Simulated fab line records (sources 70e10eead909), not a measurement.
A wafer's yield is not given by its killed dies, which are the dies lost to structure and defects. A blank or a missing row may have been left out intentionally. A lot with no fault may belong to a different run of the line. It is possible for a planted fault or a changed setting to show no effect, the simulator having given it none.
Chamber matching / flow nand harc / NHARC_A_CONTACT_ETCH_88 on rie diel-11 has 4 sister chambers
The step etches the open film in CF4, target depth 39 nm, time 65 s. 16 wafers are shown with their chamber, then 8 later ones without.

== WAFERS PAIRED WITH THEIR CHAMBERS ==
wafer=L523.2; chamber=2; showerhead plenum p Torr (Torr)=1.66; drypump motor current A (A)=5.9; rf vpp V (V)=150.2
wafer=L523.3; chamber=0; showerhead plenum p Torr (Torr)=1.82; drypump motor current A (A)=5.2; rf vpp V (V)=150.1
wafer=L523.5; chamber=0; showerhead plenum p Torr (Torr)=1.82; drypump motor current A (A)=5.2; rf vpp V (V)=152.1
wafer=L522.3; chamber=0; showerhead plenum p Torr (Torr)=1.82; drypump motor current A (A)=5.2; rf vpp V (V)=152.3
wafer=L522.4; chamber=1; showerhead plenum p Torr (Torr)=1.64; drypump motor current A (A)=5.6; rf vpp V (V)=149.2
wafer=L522.6; chamber=0; showerhead plenum p Torr (Torr)=1.82; drypump motor current A (A)=5.2; rf vpp V (V)=150.7
wafer=L527.3; chamber=0; showerhead plenum p Torr (Torr)=1.82; drypump motor current A (A)=5.2; rf vpp V (V)=151.3
wafer=L527.4; chamber=1; showerhead plenum p Torr (Torr)=1.64; drypump motor current A (A)=5.7; rf vpp V (V)=149.6
wafer=L527.6; chamber=2; showerhead plenum p Torr (Torr)=1.66; drypump motor current A (A)=5.9; rf vpp V (V)=148.9
wafer=L529.1; chamber=0; showerhead plenum p Torr (Torr)=1.82; drypump motor current A (A)=5.2; rf vpp V (V)=151.0
wafer=L529.2; chamber=3; showerhead plenum p Torr (Torr)=1.64; drypump motor current A (A)=5.2; rf vpp V (V)=150.6
wafer=L529.4; chamber=1; showerhead plenum p Torr (Torr)=1.64; drypump motor current A (A)=5.6; rf vpp V (V)=150.3
wafer=L528.1; chamber=1; showerhead plenum p Torr (Torr)=1.64; drypump motor current A (A)=5.6; rf vpp V (V)=149.9
wafer=L528.2; chamber=2; showerhead plenum p Torr (Torr)=1.65; drypump motor current A (A)=5.8; rf vpp V (V)=150.1
wafer=L528.5; chamber=0; showerhead plenum p Torr (Torr)=1.82; drypump motor current A (A)=5.2; rf vpp V (V)=151.7
wafer=L534.2; chamber=0; showerhead plenum p Torr (Torr)=1.82; drypump motor current A (A)=5.2; rf vpp V (V)=150.4

SIGNATURES (means of the wafers above)
reading=showerhead plenum p Torr; chamber 0=1.8200; chamber 1=1.6400; chamber 2=1.6567; chamber 3=1.6400; scatter within a chamber=0.00236
reading=drypump motor current A; chamber 0=5.200; chamber 1=5.625; chamber 2=5.867; chamber 3=5.200; scatter within a chamber=0.0344
reading=rf vpp V; chamber 0=151.200; chamber 1=149.750; chamber 2=149.733; chamber 3=150.600; scatter within a chamber=0.714
Rule: distance of a wafer from a chamber = root of the sum over the readings of ((wafer's reading minus chamber's mean) / reading's scatter) squared. The wafer belongs to the nearest chamber; if the next one is less than 2 further off, it can't be placed. The scatter is the square root of a quotient: the sum, over the shown wafers, of each reading's squared deviation from its chamber's mean, divided by wafers minus chambers.

== WAFERS MISSING THEIR CHAMBER ==
wafer=L534.3; showerhead plenum p Torr (Torr)=1.64; drypump motor current A (A)=5.7; rf vpp V (V)=147.9
wafer=L534.6; showerhead plenum p Torr (Torr)=1.64; drypump motor current A (A)=5.2; rf vpp V (V)=149.6
wafer=L533.1; showerhead plenum p Torr (Torr)=1.64; drypump motor current A (A)=5.6; rf vpp V (V)=149.1
wafer=L533.2; showerhead plenum p Torr (Torr)=1.65; drypump motor current A (A)=5.9; rf vpp V (V)=149.6
wafer=L533.6; showerhead plenum p Torr (Torr)=1.65; drypump motor current A (A)=5.9; rf vpp V (V)=150.5
wafer=L532.4; showerhead plenum p Torr (Torr)=1.65; drypump motor current A (A)=5.9; rf vpp V (V)=149.8
wafer=L532.5; showerhead plenum p Torr (Torr)=1.64; drypump motor current A (A)=5.7; rf vpp V (V)=149.7
wafer=L532.6; showerhead plenum p Torr (Torr)=1.82; drypump motor current A (A)=5.2; rf vpp V (V)=152.4

== WHICH CHAMBER EACH WENT THROUGH ==
wafer=L534.3; from the rows above=1; in truth=1
wafer=L534.6; from the rows above=3; in truth=3
wafer=L533.1; from the rows above=1; in truth=1
wafer=L533.2; from the rows above=2; in truth=2
wafer=L533.6; from the rows above=2; in truth=2
wafer=L532.4; from the rows above=2; in truth=2
wafer=L532.5; from the rows above=1; in truth=1
wafer=L532.6; from the rows above=0; in truth=0
Placed correctly: 8 of 8. Not placeable from these rows: 0. Placed wrongly: 0.
